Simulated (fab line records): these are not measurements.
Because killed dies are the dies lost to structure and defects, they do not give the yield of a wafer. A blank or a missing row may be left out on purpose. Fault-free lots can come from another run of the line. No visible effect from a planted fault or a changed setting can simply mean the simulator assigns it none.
The same fault as seen by 3 desks || flow nand_harc || each desk holds nothing but its own numbers, with what lay behind them at the end

## THE DEFECT DESK
Inspection counts along the route, by lot: the mean over sampled wafers that carry a number. If a lot's mean is further than 4 standard deviations from the usual mean, the lot is out of limits and carries the mark OUT (the distance appears in the brackets).
Columns: A = raw_defect_count at NHARC_A_STAIRCASE_INSPECT_155, usual 420
{"lot": "L374", "first seen here": "day 19 14:35", "A": 410}
{"lot": "L375", "first seen here": "day 19 14:52", "A": 634}
{"lot": "L376", "first seen here": "day 19 23:20", "A": 495}
{"lot": "L380", "first seen here": "day 22 03:30", "A": 328}
{"lot": "L382", "first seen here": "day 22 04:53", "A": 631}
{"lot": "L384", "first seen here": "day 23 10:51", "A": 361}
{"lot": "L387", "first seen here": "day 24 00:29", "A": 763}
{"lot": "L390", "first seen here": "day 25 13:58", "A": 279}
{"lot": "L389", "first seen here": "day 25 14:16", "A": 402}
{"lot": "L388", "first seen here": "day 25 17:10", "A": 330}
{"lot": "L393", "first seen here": "day 27 07:19", "A": 570}
{"lot": "L397", "first seen here": "day 28 11:51", "A": 418}
This desk's finding: nothing out of limits on any of the 12 lots.

## THE METROLOGY DESK
Lot by lot, what the gauges showed, no matter which tool ran the lot: averages of those sampled wafers that carry a number. If a lot's mean is further than 4 standard deviations from the usual mean, the lot is out of limits and carries the mark OUT (the distance appears in the brackets).
Columns: A = cd_nm at NHARC_A_SGD_CUT_CD_MEAS_09, usual 100.0 nm
{"lot": "L374", "first seen here": "day 19 15:28", "A": 100.3}
{"lot": "L375", "first seen here": "day 19 15:40", "A": 99.5}
{"lot": "L376", "first seen here": "day 20 00:08", "A": 99.6}
{"lot": "L380", "first seen here": "day 22 04:18", "A": 100.4}
{"lot": "L382", "first seen here": "day 22 05:40", "A": 100.3}
{"lot": "L384", "first seen here": "day 23 11:38", "A": 99.7}
{"lot": "L387", "first seen here": "day 24 01:10", "A": 99.9}
{"lot": "L390", "first seen here": "day 25 14:37", "A": "69.8 (-64) OUT"}
{"lot": "L389", "first seen here": "day 25 15:04", "A": 100.0}
{"lot": "L388", "first seen here": "day 25 17:57", "A": "76.2 (-51) OUT"}
{"lot": "L393", "first seen here": "day 27 07:59", "A": 100.1}
{"lot": "L397", "first seen here": "day 28 12:31", "A": 100.6}
This desk's verdict: out of limits on L388, L390, starting with L390 at day 25 14:37 (cd_nm at NHARC_A_SGD_CUT_CD_MEAS_09). L374, L375, L376, L380, L382, L384, L387, L389, L393, L397 stayed within limits.

## DESK OF THE TOOL OWNER: arfi_scanner-03
The tool's own readings at NHARC_A_SGD_CUT_EXPOSE_06 (exposes mask SGD): means of the sampled wafers that have a number, for each lot that ran on this tool. If a lot's mean is further than 4 standard deviations from the usual mean, the lot is out of limits and carries the mark OUT (the distance appears in the brackets).
Columns: A = exposure_dose_mJ_cm2 at NHARC_A_SGD_CUT_EXPOSE_06, usual 85.57; B = focus_offset_nm at NHARC_A_SGD_CUT_EXPOSE_06, usual 0.0 nm
{"lot": "L376", "first seen here": "day 20 00:00", "A": 85.56, "B": 0.0}
{"lot": "L384", "first seen here": "day 23 11:30", "A": 85.57, "B": 0.9}
{"lot": "L387", "first seen here": "day 24 01:02", "A": 85.59, "B": 0.2}
{"lot": "L390", "first seen here": "day 25 14:29", "A": "48.65 (-99 or more) OUT", "B": 0.0}
{"lot": "L388", "first seen here": "day 25 17:49", "A": "56.02 (-99 or more) OUT", "B": 0.7}
This desk's verdict: out of limits on L388, L390, starting with L390 at day 25 14:29 (exposure_dose_mJ_cm2 at NHARC_A_SGD_CUT_EXPOSE_06). L376, L384, L387 stayed within limits.

## PUT TOGETHER
An alarm could have come from the tool owner's desk at day 25 14:29, on L388, L390.
The metrology desk could have raised an alarm at day 25 14:37, on L388, L390.
The defect desk saw nothing out of limits.
The defect desk has L388, L390 on record, within its limits.
All the named lots went through NHARC_A_SGD_CUT_EXPOSE_06 on arfi_scanner-03.

## WHAT THE SIMULATOR HAD PUT IN
Process parameters drifting: arfi_scanner-03 at NHARC_A_SGD_CUT_EXPOSE_06, beginning at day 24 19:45. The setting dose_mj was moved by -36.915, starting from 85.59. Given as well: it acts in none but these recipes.
Struck lots among those shown: L388, L390.
Fault start to first reading out of limits, in hours, per desk: tool owner, 19; metrology, 19.
